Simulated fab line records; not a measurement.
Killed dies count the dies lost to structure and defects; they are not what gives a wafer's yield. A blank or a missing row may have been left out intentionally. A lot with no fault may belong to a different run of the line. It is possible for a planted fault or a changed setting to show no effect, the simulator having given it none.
fab line records + flow n5_finfet
record:
- lots: 10
- wafers: 30
- last_day: 19
route steps=1938 shown HKMG_FIN@444 BEOL_M4@1111
lots untouched by any fault: they come from a run of this same line in which no faults occurred
start_h: the number of hours between the record's first day and the start of the first shown wafer of the lot + wait_h: hours elapsed since this lot's preceding step + " identical to the entry in the row above + L1.1+2: several wafers, shown together as one row + - value missing, or start not given + * or withheld: withheld + < > ~ a bound
route shown NAME@n: NAME is a module with steps in the file, n the number in the route of the first one + usual: average and standard deviation across the fault-free wafers + same: alike in all rows + chamber/n: place in a boat + sites: per-site readings + _std_site: the standard deviation of these + _edge_site: inner sites' mean taken away from outer sites' mean + radius_mm: how far each site lies from the wafer's centre + mask NAME#n: copy n + behind: the tool/chamber that last shaped the wafer + hold: why the lot went on hold/how many hours it stayed there/how the hold came to an end + device: the n, p or np transistor that did not switch + end of line: tests run on the same wafers once the route is complete + a step given without rows: its recipe and nothing more + killed: dies lost to structure and defects at the first sort, not the wafer's yield + map: dies across one wafer; x = killed, . = not, _ = none there
set.NAME: setting as actually run; set.NAME@STEP: the setting as run at that earlier step + model.NAME: the simulator's own value behind a step, which no gauge read
route steps across a sampled set of lots; one table per step, one row per wafer
services: from which hour (start_h, from the record's first day; less than 0 if before it) a tool's chamber was out of use, for how many hours, and why
== steps ==
step: N5_HKMG_FIN_ETCH_86
recipe:
- chemistry: N2/H2
- target: SOC
- target_depth_a: 3932
- stop_on: TiN
- ion_energy_ev: 100
- bias_w: 61
- pressure_mtorr: 30
- source_w: 850
- n2_flow_sccm: 200
- h2_flow_sccm: 200
usual:
- drypump_motor_current_A: 5.8/0.41
- oes_product_au: 0.74/0.047
- rf_vpp_V: 240.7/1.5
- showerhead_plenum_p_Torr: 2.55/0.1
- throttle_valve_pct: 17.90/0.26
| lot.wafer | tool        | chamber | start_h | wait_h | drypump_motor_current_A | oes_product_au | rf_hours_counter_h | rf_vpp_V | showerhead_plenum_p_Torr | throttle_valve_pct |
|-----------|-------------|---------|---------|--------|-------------------------|----------------|--------------------|----------|--------------------------|--------------------|
| L533.2    | rie_diel-04 | 2       | 83.99   | -      | 6.0                     | 0.76           | 157                | 240.6    | 2.45                     | 17.80              |
| L533.4    | "           | 1       | "       | "      | 5.3                     | 0.73           | 181                | 240.3    | 2.65                     | 18.14              |
| L533.5    | "           | 1       | "       | "      | 5.3                     | 0.73           | -                  | 242.2    | 2.65                     | 18.13              |
| L536.1    | rie_diel-02 | 1       | 103.14  | -      | 5.8                     | 0.73           | 175                | 242.0    | 2.65                     | 18.03              |
| L536.2    | "           | 3       | "       | "      | 4.9                     | 0.71           | 189                | 240.4    | 2.54                     | 17.91              |
| L536.6    | "           | 2       | "       | "      | 6.4                     | 0.85           | -                  | 242.8    | 2.71                     | 17.72              |
| L540.3    | rie_diel-04 | 2       | 127.18  | -      | 6.1                     | 0.74           | 172                | 239.0    | 2.44                     | 17.84              |
| L540.5    | "           | 0       | "       | "      | 5.6                     | 0.81           | -                  | 240.5    | 2.45                     | 17.27              |
| L540.6    | "           | 3       | "       | "      | 5.7                     | 0.72           | -                  | 242.8    | 2.65                     | 18.23              |
| L541.2    | rie_diel-04 | 2       | 130.38  | -      | 6.1                     | 0.74           | 173                | 239.7    | 2.44                     | 17.85              |
| L541.3    | "           | 1       | "       | "      | 5.3                     | 0.72           | 198                | 242.0    | 2.64                     | 18.17              |
| L541.4    | "           | 3       | "       | "      | 5.7                     | 0.70           | 195                | 243.0    | 2.65                     | 18.23              |
| L544.2    | rie_diel-05 | 0       | 155.88  | -      | 5.6                     | 0.71           | 198                | 241.9    | 2.54                     | 18.24              |
| L544.5    | "           | 0       | "       | "      | 5.6                     | 0.70           | -                  | 238.1    | 2.54                     | 18.27              |
| L544.6    | "           | 3       | "       | "      | 6.1                     | 0.76           | -                  | 243.5    | 2.53                     | 17.79              |
| L545.4    | rie_diel-02 | 3       | 157.22  | -      | 4.9                     | 0.70           | 207                | 240.4    | 2.53                     | 17.95              |
| L545.5    | "           | 0       | "       | "      | 5.8                     | 0.70           | -                  | 237.9    | 2.39                     | 17.76              |
| L545.6    | "           | 1       | "       | "      | 5.8                     | 0.72           | -                  | 242.9    | 2.64                     | 18.05              |
| L547.1    | rie_diel-04 | 2       | 166.45  | -      | 6.1                     | 0.74           | 186                | 238.9    | 2.44                     | 17.87              |
| L547.5    | "           | 2       | "       | "      | 6.1                     | 0.73           | -                  | 240.2    | 2.44                     | 17.87              |
| L547.6    | "           | 3       | "       | "      | 5.7                     | 0.70           | -                  | 242.4    | 2.64                     | 18.27              |
| L548.3    | rie_diel-05 | 1       | 171.43  | -      | 6.5                     | 0.68           | 230                | 239.5    | 2.39                     | 18.02              |
| L548.4    | "           | 0       | "       | "      | 5.6                     | 0.70           | 204                | 240.5    | 2.54                     | 18.26              |
| L548.5    | "           | 1       | "       | "      | 6.5                     | 0.67           | -                  | 239.6    | 2.39                     | 18.01              |
| L554.2    | rie_diel-05 | 2       | 209.48  | -      | 5.5                     | 0.72           | 211                | 241.6    | 2.64                     | 17.85              |
| L554.3    | "           | 1       | "       | "      | 6.5                     | 0.67           | 243                | 238.1    | 2.38                     | 18.03              |
| L554.6    | "           | 3       | "       | "      | 6.1                     | 0.74           | -                  | 241.5    | 2.52                     | 17.84              |
| L555.3    | rie_diel-02 | 2       | 213.75  | -      | 6.4                     | 0.81           | 78                 | 240.5    | 2.69                     | 17.77              |
| L555.4    | "           | 3       | "       | "      | 4.9                     | 0.69           | -                  | 242.0    | 2.52                     | 17.97              |
| L555.5    | "           | 2       | "       | "      | 6.4                     | 0.81           | -                  | 242.3    | 2.69                     | 17.76              |
step: N5_HKMG_FIN_ALD_71
recipe:
- material: TiN
- target_thk_a: 10
- temp_c: 400
- ald_precursor_family: TiCl4
- ald_co_reactant: NH3
- pulse_time_s: 1
- purge_time_s: 3
- co_reactant_purge_time_s: 2
- co_reactant_pulse_time_s: 2
- ald_cycles: 47
- pressure_torr: 3
usual:
- heater_power_w: 860/67
- precursor_pulse_height_rel: 1.000/0.021
- susceptor_temp_C: 400.05/0.23
same:
- ald_cycles: 47
| lot.wafer | tool         | chamber | start_h | wait_h | heater_power_w | precursor_pulse_height_rel | susceptor_temp_C |
|-----------|--------------|---------|---------|--------|----------------|----------------------------|------------------|
| L533.2    | ald_metal-02 | 3       | 84.72   | 0.0    | 926            | 1.018                      | 399.92           |
| L533.4    | "            | 0       | "       | "      | 752            | 1.031                      | 399.96           |
| L533.5    | "            | 0       | "       | "      | 736            | 1.002                      | 400.25           |
| L536.1    | ald_metal-03 | 3       | 103.89  | 0.0    | 842            | 0.966                      | 399.53           |
| L536.2    | "            | 1       | "       | "      | 843            | 1.004                      | 400.27           |
| L536.6    | "            | 2       | "       | "      | 877            | 1.019                      | 399.68           |
| L540.3    | ald_metal-04 | 3       | 127.91  | 0.0    | 941            | 1.013                      | 400.27           |
| L540.5    | "            | 2       | "       | "      | 831            | 0.983                      | 400.01           |
| L540.6    | "            | 3       | "       | "      | 916            | 1.073                      | 400.38           |
| L541.2    | ald_metal-03 | 0       | 131.12  | 0.0    | 885            | 1.008                      | 400.13           |
| L541.3    | "            | 1       | "       | "      | 848            | 0.994                      | 400.14           |
| L541.4    | "            | 3       | "       | "      | 842            | 0.967                      | 400.39           |
| L544.2    | ald_metal-04 | 1       | 156.63  | 0.0    | 942            | 1.025                      | 400.04           |
| L544.5    | "            | 2       | "       | "      | 844            | 0.968                      | 400.17           |
| L544.6    | "            | 3       | "       | "      | 939            | 1.039                      | 400.27           |
| L545.4    | ald_metal-03 | 3       | 157.96  | 0.0    | 861            | 1.006                      | 403.79           |
| L545.5    | "            | 2       | "       | "      | 896            | 1.028                      | 404.11           |
| L545.6    | "            | 1       | "       | "      | 878            | 1.050                      | 403.98           |
| L547.1    | ald_metal-03 | 0       | 167.24  | 0.0    | 920            | 0.992                      | 403.57           |
| L547.5    | "            | 3       | "       | "      | 872            | 0.939                      | 403.91           |
| L547.6    | "            | 2       | "       | "      | 890            | 0.990                      | 404.27           |
| L548.3    | ald_metal-03 | 3       | 172.17  | 0.0    | 902            | 1.016                      | 403.79           |
| L548.4    | "            | 1       | "       | "      | 883            | 0.959                      | 403.76           |
| L548.5    | "            | 1       | "       | "      | 856            | 1.003                      | 403.78           |
| L554.2    | ald_metal-04 | 0       | 210.22  | 0.0    | 864            | 1.017                      | 400.22           |
| L554.3    | "            | 3       | "       | "      | 936            | 0.967                      | 399.86           |
| L554.6    | "            | 0       | "       | "      | 865            | 0.982                      | 400.22           |
| L555.3    | ald_metal-02 | 2       | 214.49  | 0.0    | 772            | 0.986                      | 400.48           |
| L555.4    | "            | 0       | "       | "      | 758            | 1.001                      | 399.75           |
| L555.5    | "            | 3       | "       | "      | 947            | 0.981                      | 400.09           |
step: N5_HKMG_FIN_STRIP_69
recipe:
- chemistry: N2/H2
- power_w: 2500
- temp_c: 300
- h2_frac: 0.65
- time_s: 360
- pressure_mtorr: withheld
- n2_flow_sccm: 1750
- h2_flow_sccm: 3250
usual:
- drypump_motor_current_A: 5.89/0.26
- heater_power_w: 474/38
| lot.wafer | tool            | chamber | start_h | wait_h | drypump_motor_current_A | heater_power_w | rf_hours_counter_h |
|-----------|-----------------|---------|---------|--------|-------------------------|----------------|--------------------|
| L533.2    | plasma_asher-01 | 0       | 85.42   | 0.1    | 5.88                    | 448            | 85                 |
| L533.4    | "               | 0       | "       | "      | 5.89                    | 459            | -                  |
| L533.5    | "               | 0       | "       | "      | 5.87                    | 452            | -                  |
| L536.1    | plasma_asher-02 | 1       | 104.62  | 0.1    | 5.70                    | 535            | 44                 |
| L536.2    | "               | 0       | "       | "      | 6.25                    | 441            | 44                 |
| L536.6    | "               | 1       | "       | "      | 5.67                    | 533            | -                  |
| L540.3    | plasma_asher-02 | 1       | 128.81  | 0.2    | 5.69                    | 531            | -                  |
| L540.5    | "               | 1       | "       | "      | 5.69                    | 532            | -                  |
| L540.6    | "               | 0       | "       | "      | 6.25                    | 450            | -                  |
| L541.2    | plasma_asher-02 | 1       | 131.82  | 0.1    | 5.70                    | 519            | 51                 |
| L541.3    | "               | 0       | "       | "      | 6.23                    | 464            | -                  |
| L541.4    | "               | 1       | "       | "      | 5.68                    | 529            | -                  |
| L544.2    | plasma_asher-01 | 1       | 157.33  | 0.1    | 5.66                    | 445            | 97                 |
| L544.5    | "               | 1       | "       | "      | 5.65                    | 434            | -                  |
| L544.6    | "               | 0       | "       | "      | 5.83                    | 453            | -                  |
| L545.4    | plasma_asher-02 | 0       | 158.78  | 0.2    | 6.23                    | 455            | -                  |
| L545.5    | "               | 1       | "       | "      | 5.69                    | 526            | -                  |
| L545.6    | "               | 0       | "       | "      | 6.26                    | 454            | -                  |
| L547.1    | plasma_asher-02 | 0       | 167.94  | 0.1    | 6.25                    | 452            | 59                 |
| L547.5    | "               | 1       | "       | "      | 5.67                    | 524            | -                  |
| L547.6    | "               | 0       | "       | "      | 6.25                    | 451            | -                  |
| L548.3    | plasma_asher-02 | 0       | 173.09  | 0.2    | 6.25                    | 452            | -                  |
| L548.4    | "               | 1       | "       | "      | 5.65                    | 523            | -                  |
| L548.5    | "               | 0       | "       | "      | 6.23                    | 454            | -                  |
| L554.2    | plasma_asher-02 | 1       | 210.92  | 0.1    | 5.72                    | 525            | 69                 |
| L554.3    | "               | 1       | "       | "      | 5.69                    | 530            | -                  |
| L554.6    | "               | 1       | "       | "      | 5.69                    | 512            | -                  |
| L555.3    | plasma_asher-01 | 0       | 215.32  | 0.2    | 5.83                    | 447            | -                  |
| L555.4    | "               | 1       | "       | "      | 5.67                    | 438            | -                  |
| L555.5    | "               | 0       | "       | "      | 5.84                    | 454            | -                  |
step: N5_HKMG_FIN_W_FILL_22
recipe:
- material: W
- target_thk_a: 600
- temp_c: 400
- pressure_torr: 39.4
- time_s: 18.2
usual:
- heater_power_w: 844/90
- throttle_valve_pct: 19.3/0.94
| lot.wafer | tool     | chamber | start_h | wait_h | heater_power_w | throttle_valve_pct |
|-----------|----------|---------|---------|--------|----------------|--------------------|
| L533.2    | cvd_w-01 | 0       | 86.23   | 0.0    | 755            | 20.4               |
| L533.4    | "        | 0       | "       | "      | 761            | 20.6               |
| L533.5    | "        | 0       | "       | "      | 764            | 20.7               |
| L536.1    | cvd_w-02 | 1       | 105.42  | 0.0    | 969            | 18.6               |
| L536.2    | "        | 0       | "       | "      | 812            | 19.7               |
| L536.6    | "        | 0       | "       | "      | 817            | 19.4               |
| L540.3    | cvd_w-01 | 0       | 129.50  | 0.0    | 776            | 20.7               |
| L540.5    | "        | 0       | "       | "      | 756            | 20.6               |
| L540.6    | "        | 1       | "       | "      | 800            | 18.6               |
| L541.2    | cvd_w-02 | 1       | 132.62  | 0.0    | 984            | 18.5               |
| L541.3    | "        | 0       | "       | "      | 804            | 19.5               |
| L541.4    | "        | 1       | "       | "      | 1005           | 18.4               |
| L544.2    | cvd_w-01 | 1       | 158.15  | 0.0    | 843            | 18.5               |
| L544.5    | "        | 1       | "       | "      | 847            | 18.4               |
| L544.6    | "        | 0       | "       | "      | 760            | 20.7               |
| L545.4    | cvd_w-02 | 0       | 159.48  | 0.0    | 805            | 19.6               |
| L545.5    | "        | 1       | "       | "      | 995            | 18.7               |
| L545.6    | "        | 0       | "       | "      | 805            | 19.5               |
| L547.1    | cvd_w-01 | 1       | 168.75  | 0.0    | 833            | 18.4               |
| L547.5    | "        | 0       | "       | "      | 759            | 20.8               |
| L547.6    | "        | 1       | "       | "      | 818            | 18.4               |
| L548.3    | cvd_w-01 | 1       | 173.79  | 0.0    | 817            | 18.5               |
| L548.4    | "        | 0       | "       | "      | 752            | 20.6               |
| L548.5    | "        | 1       | "       | "      | 835            | 18.5               |
| L554.2    | cvd_w-01 | 0       | 211.72  | 0.0    | 748            | 20.9               |
| L554.3    | "        | 0       | "       | "      | 755            | 20.7               |
| L554.6    | "        | 1       | "       | "      | 812            | 18.5               |
| L555.3    | cvd_w-01 | 0       | 216.02  | 0.0    | 744            | 20.9               |
| L555.4    | "        | 1       | "       | "      | 829            | 18.3               |
| L555.5    | "        | 1       | "       | "      | 810            | 18.3               |
step: N5_BEOL_M4_RC_MEAS_101
usual:
- DIBL_N: 36.6/1.9
- DIBL_P: 36.7/2.2
- IOFF_N: 0.16/0.035
- IOFF_P: 0.22/0.038
- ION_N: 672/14
- ION_P: 462/8.3
- SS_N: 71.6/0.65
- SS_P: 73.5/0.72
- VT_N: 250/3.5
- VT_P: -250/3.1
| lot.wafer | tool      | chamber | start_h | wait_h | DIBL_N[mV/V] | DIBL_P[mV/V] | IOFF_N[nA/um] | IOFF_P[nA/um] | ION_N[uA/um] | ION_P[uA/um] | SS_N[mV/dec] | SS_P[mV/dec] | VT_N[mV] | VT_P[mV] |
|-----------|-----------|---------|---------|--------|--------------|--------------|---------------|---------------|--------------|--------------|--------------|--------------|----------|----------|
| L533.2    | prober-02 | 0       | 202.64  | 0.2    | 37.8         | 36.2         | 0.15          | 0.21          | 666          | 459          | 71.6         | 72.7         | 250      | -249     |
| L533.4    | "         | 0       | "       | "      | 42.0         | 40.1         | 0.27          | 0.27          | 682          | 458          | 73.9         | 74.7         | 245      | -249     |
| L533.5    | "         | 0       | "       | "      | 34.8         | 33.9         | 0.13          | 0.18          | 680          | 468          | 71.1         | 72.6         | 252      | -251     |
| L536.1    | prober-02 | 0       | 207.69  | 0.0    | 36.5         | 36.7         | 0.15          | 0.19          | 653          | 448          | 71.6         | 73.3         | 254      | -258     |
| L536.2    | "         | 0       | "       | "      | 34.4         | 34.7         | 0.12          | 0.16          | 667          | 453          | 71.0         | 72.7         | 254      | -257     |
| L536.6    | "         | 0       | "       | "      | 33.4         | 32.6         | 0.11          | 0.14          | 650          | 442          | 70.7         | 71.6         | 257      | -257     |
| L540.3    | prober-01 | 0       | 238.77  | 0.3    | 36.2         | 36.5         | 0.14          | 0.21          | 674          | 459          | 71.4         | 73.3         | 256      | -252     |
| L540.5    | "         | 0       | "       | "      | 36.9         | 37.1         | 0.16          | 0.23          | 673          | 467          | 71.7         | 74.2         | 251      | -245     |
| L540.6    | "         | 0       | "       | "      | 35.3         | 35.5         | 0.13          | 0.20          | 674          | 465          | 71.0         | 73.5         | 251      | -250     |
| L541.2    | prober-02 | 0       | 249.28  | 0.2    | 36.3         | 36.6         | 0.15          | 0.21          | 678          | 468          | 71.1         | 73.3         | 252      | -252     |
| L541.3    | "         | 0       | "       | "      | 37.3         | 38.0         | 0.16          | 0.23          | 659          | 459          | 71.4         | 74.0         | 250      | -248     |
| L541.4    | "         | 0       | "       | "      | 36.5         | 37.6         | 0.16          | 0.22          | 681          | 463          | 71.4         | 73.7         | 247      | -250     |
| L544.2    | prober-01 | 0       | 257.68  | 0.2    | 39.4         | 38.3         | 0.19          | 0.29          | 660          | 458          | 72.1         | 74.2         | 249      | -245     |
| L544.5    | "         | 0       | "       | "      | 37.4         | 34.6         | 0.15          | 0.22          | 660          | 462          | 71.8         | 73.2         | 252      | -248     |
| L544.6    | "         | 0       | "       | "      | 37.5         | 36.3         | 0.16          | 0.26          | 674          | 468          | 72.5         | 73.5         | 251      | -248     |
| L545.4    | prober-01 | 0       | 272.38  | 0.5    | 35.5         | 35.2         | 0.13          | 0.18          | 650          | 451          | 71.8         | 73.1         | 252      | -251     |
| L545.5    | "         | 0       | "       | "      | 33.3         | 32.9         | 0.11          | 0.16          | 656          | 459          | 70.9         | 72.7         | 254      | -254     |
| L545.6    | "         | 0       | "       | "      | 35.3         | 34.6         | 0.14          | 0.18          | 665          | 452          | 71.5         | 73.1         | 253      | -251     |
| L547.1    | prober-01 | 0       | 283.47  | 0.0    | 36.6         | 32.5         | 0.13          | 0.18          | 661          | 455          | 71.1         | 73.0         | 252      | -254     |
| L547.5    | "         | 0       | "       | "      | 37.8         | 34.6         | 0.16          | 0.22          | 673          | 457          | 71.8         | 74.1         | 247      | -249     |
| L547.6    | "         | 0       | "       | "      | 41.0         | 37.7         | 0.23          | 0.27          | 677          | 462          | 72.7         | 74.2         | 244      | -249     |
| L548.3    | prober-01 | 0       | 291.31  | 0.3    | 38.8         | 40.6         | 0.21          | 0.29          | 670          | 462          | 72.3         | 74.8         | 247      | -244     |
| L548.4    | "         | 0       | "       | "      | 35.6         | 36.4         | 0.15          | 0.21          | 656          | 456          | 71.5         | 72.8         | 253      | -249     |
| L548.5    | "         | 0       | "       | "      | 38.5         | 40.4         | 0.21          | 0.30          | 670          | 467          | 72.9         | 74.9         | 245      | -247     |
| L554.2    | prober-02 | 0       | 319.81  | 0.2    | 38.0         | 37.2         | 0.19          | 0.26          | 699          | 472          | 71.8         | 73.5         | 249      | -244     |
| L554.3    | "         | 0       | "       | "      | 39.0         | 39.1         | 0.23          | 0.31          | 682          | 467          | 71.8         | 74.1         | 245      | -244     |
| L554.6    | "         | 0       | "       | "      | 37.8         | 36.6         | 0.18          | 0.25          | 674          | 463          | 72.4         | 73.6         | 248      | -245     |
| L555.3    | prober-01 | 0       | 328.16  | 0.3    | 37.0         | 38.4         | 0.17          | 0.22          | 674          | 467          | 71.4         | 73.3         | 251      | -250     |
| L555.4    | "         | 0       | "       | "      | 36.8         | 38.0         | 0.17          | 0.24          | 676          | 459          | 72.2         | 74.1         | 248      | -248     |
| L555.5    | "         | 0       | "       | "      | 38.7         | 39.6         | 0.20          | 0.26          | 694          | 470          | 72.2         | 73.6         | 249      | -248     |
== services ==
| tool            | chamber | start_h | hours | kind                          |
|-----------------|---------|---------|-------|-------------------------------|
| rie_diel-05     | -       | 70.86   | 2.8   | pm                            |
| ald_metal-02    | -       | 87.21   | 0.3   | repair                        |
| rie_diel-05     | -       | 117.75  | 0.6   | repair                        |
| rie_diel-05     | -       | 126.84  | 0.3   | repair                        |
| rie_diel-04     | 0       | 146.11  | 2.5   | repair                        |
| plasma_asher-01 | -       | 167.85  | 2.8   | pm                            |
| ald_metal-02    | 1       | 195.12  | 23.4  | repair                        |
| rie_diel-02     | 0       | 205.33  | -     | clean                         |
| rie_diel-02     | 0       | 205.33  | -     | consumable_replace:focus_ring |
| rie_diel-02     | 0       | 205.33  | -     | consumable_replace:showerhead |
| rie_diel-02     | 0       | 205.33  | 23.1  | scheduled_down                |
| rie_diel-02     | 0       | 205.33  | 23.1  | vent_cycle                    |
== key ==
first_sign:
- step: N5_HKMG_FIN_ALD_71
- reading: susceptor_temp_C
- direction: up
- sigmas: 16
- usual: *
- struck: *
effect none on later readings
met_at N5_HKMG_FIN_ALD_71
struck_lots L545,L547,L548
not_acting_at N5_HKMG_FIN_ETCH_86,N5_HKMG_FIN_STRIP_69,N5_HKMG_FIN_W_FILL_22
onset_between 131.12 157.96
fault:
- kind: process_parameter_drift
- tool: ald_metal-03
- chamber: -
- onset_h: 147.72
- steps: N5_HKMG_FIN_ALD_71
- channel: temp_c
- offset: *
- shape: step
- end_h: 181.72
- acts_in: *
- stated: *
